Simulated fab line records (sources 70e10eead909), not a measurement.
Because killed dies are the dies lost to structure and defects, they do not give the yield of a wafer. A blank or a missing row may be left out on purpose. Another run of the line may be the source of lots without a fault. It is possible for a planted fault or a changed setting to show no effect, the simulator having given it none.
Chamber matching || flow nand harc || NHARC_A_WL_FILL_ALD_02 on ald metal-04 has 4 sister chambers
The step deposits TiN, target thk 2 nm, pulse time 3 s, ald cycles 100. 24 wafers are shown with their chamber, then 12 later ones without.

## WAFERS WITH THEIR CHAMBER
{"wafer": "L076.1", "chamber": 3, "heater power w (W)": 1242, "precursor pulse height rel": 0.996}
{"wafer": "L076.2", "chamber": 1, "heater power w (W)": 898, "precursor pulse height rel": 1.014}
{"wafer": "L076.3", "chamber": 2, "heater power w (W)": 1107, "precursor pulse height rel": 0.999}
{"wafer": "L078.2", "chamber": 3, "heater power w (W)": 1251, "precursor pulse height rel": 1.009}
{"wafer": "L078.4", "chamber": 1, "heater power w (W)": 884, "precursor pulse height rel": 1.010}
{"wafer": "L078.5", "chamber": 0, "heater power w (W)": 1115, "precursor pulse height rel": 1.005}
{"wafer": "L082.1", "chamber": 2, "heater power w (W)": 1108, "precursor pulse height rel": 0.998}
{"wafer": "L082.4", "chamber": 1, "heater power w (W)": 894, "precursor pulse height rel": 1.008}
{"wafer": "L082.5", "chamber": 3, "heater power w (W)": 1217, "precursor pulse height rel": 1.022}
{"wafer": "L082.2", "chamber": 3, "heater power w (W)": 1291, "precursor pulse height rel": 1.017}
{"wafer": "L082.3", "chamber": 0, "heater power w (W)": 1144, "precursor pulse height rel": 1.018}
{"wafer": "L082.6", "chamber": 2, "heater power w (W)": 1095, "precursor pulse height rel": 1.020}
{"wafer": "L087.3", "chamber": 1, "heater power w (W)": 875, "precursor pulse height rel": 1.001}
{"wafer": "L087.5", "chamber": 2, "heater power w (W)": 1085, "precursor pulse height rel": 1.027}
{"wafer": "L087.6", "chamber": 1, "heater power w (W)": 886, "precursor pulse height rel": 1.000}
{"wafer": "L088.3", "chamber": 3, "heater power w (W)": 1223, "precursor pulse height rel": 1.003}
{"wafer": "L088.5", "chamber": 0, "heater power w (W)": 1156, "precursor pulse height rel": 1.002}
{"wafer": "L088.6", "chamber": 3, "heater power w (W)": 1247, "precursor pulse height rel": 1.013}
{"wafer": "L088.1", "chamber": 2, "heater power w (W)": 1087, "precursor pulse height rel": 1.016}
{"wafer": "L088.2", "chamber": 0, "heater power w (W)": 1183, "precursor pulse height rel": 1.005}
{"wafer": "L088.4", "chamber": 1, "heater power w (W)": 873, "precursor pulse height rel": 1.011}
{"wafer": "L093.1", "chamber": 1, "heater power w (W)": 861, "precursor pulse height rel": 1.001}
{"wafer": "L093.2", "chamber": 2, "heater power w (W)": 1077, "precursor pulse height rel": 1.007}
{"wafer": "L093.3", "chamber": 0, "heater power w (W)": 1156, "precursor pulse height rel": 0.981}

SIGNATURES, as means of the wafers listed above
{"reading": "heater power w", "chamber 0": 1150.80, "chamber 1": 881.57, "chamber 2": 1093.17, "chamber 3": 1245.17, "scatter within a chamber": 19.5}
{"reading": "precursor pulse height rel", "chamber 0": 1.00220, "chamber 1": 1.00643, "chamber 2": 1.01117, "chamber 3": 1.01000, "scatter within a chamber": 0.0101}
Rule: for a wafer and a chamber, the distance is found by dividing, reading by reading, the gap between the wafer's reading and the chamber's mean by the reading's scatter, squaring, summing and taking the root. If the next closest chamber is less than 2 further off than the closest, the wafer can't be placed; otherwise it belongs to the closest. The scatter: take each reading less its chamber's mean, square it, sum over the shown wafers, divide by the number of wafers less the number of chambers, and take the root.

## WAFERS WITH NO CHAMBER GIVEN
{"wafer": "L093.4", "heater power w (W)": 1263, "precursor pulse height rel": 1.013}
{"wafer": "L093.5", "heater power w (W)": 1164, "precursor pulse height rel": 1.004}
{"wafer": "L093.6", "heater power w (W)": 877, "precursor pulse height rel": 1.017}
{"wafer": "L091.1", "heater power w (W)": 1165, "precursor pulse height rel": 1.005}
{"wafer": "L091.3", "heater power w (W)": 1103, "precursor pulse height rel": 0.975}
{"wafer": "L091.4", "heater power w (W)": 883, "precursor pulse height rel": 0.974}
{"wafer": "L094.2", "heater power w (W)": 1263, "precursor pulse height rel": 1.028}
{"wafer": "L094.3", "heater power w (W)": 1159, "precursor pulse height rel": 1.027}
{"wafer": "L094.4", "heater power w (W)": 1072, "precursor pulse height rel": 1.021}
{"wafer": "L096.1", "heater power w (W)": 1163, "precursor pulse height rel": 1.007}
{"wafer": "L096.5", "heater power w (W)": 1127, "precursor pulse height rel": 0.983}
{"wafer": "L096.6", "heater power w (W)": 1251, "precursor pulse height rel": 1.014}

## CHAMBER TAKEN BY EACH
{"wafer": "L093.4", "from the rows above": 3, "in truth": 3}
{"wafer": "L093.5", "from the rows above": 0, "in truth": 0}
{"wafer": "L093.6", "from the rows above": 1, "in truth": 1}
{"wafer": "L091.1", "from the rows above": 0, "in truth": 0}
{"wafer": "L091.3", "from the rows above": "can't be placed: 2 or 0", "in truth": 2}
{"wafer": "L091.4", "from the rows above": 1, "in truth": 1}
{"wafer": "L094.2", "from the rows above": 3, "in truth": 3}
{"wafer": "L094.3", "from the rows above": "can't be placed: 0 or 2", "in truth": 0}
{"wafer": "L094.4", "from the rows above": 2, "in truth": 2}
{"wafer": "L096.1", "from the rows above": 0, "in truth": 0}
{"wafer": "L096.5", "from the rows above": "can't be placed: 0 or 2", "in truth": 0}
{"wafer": "L096.6", "from the rows above": 3, "in truth": 3}
Correct placement for 9 of the 12. Can't be placed from these rows: 3 (the true chamber is among the candidates in 3). 0 placed wrongly.
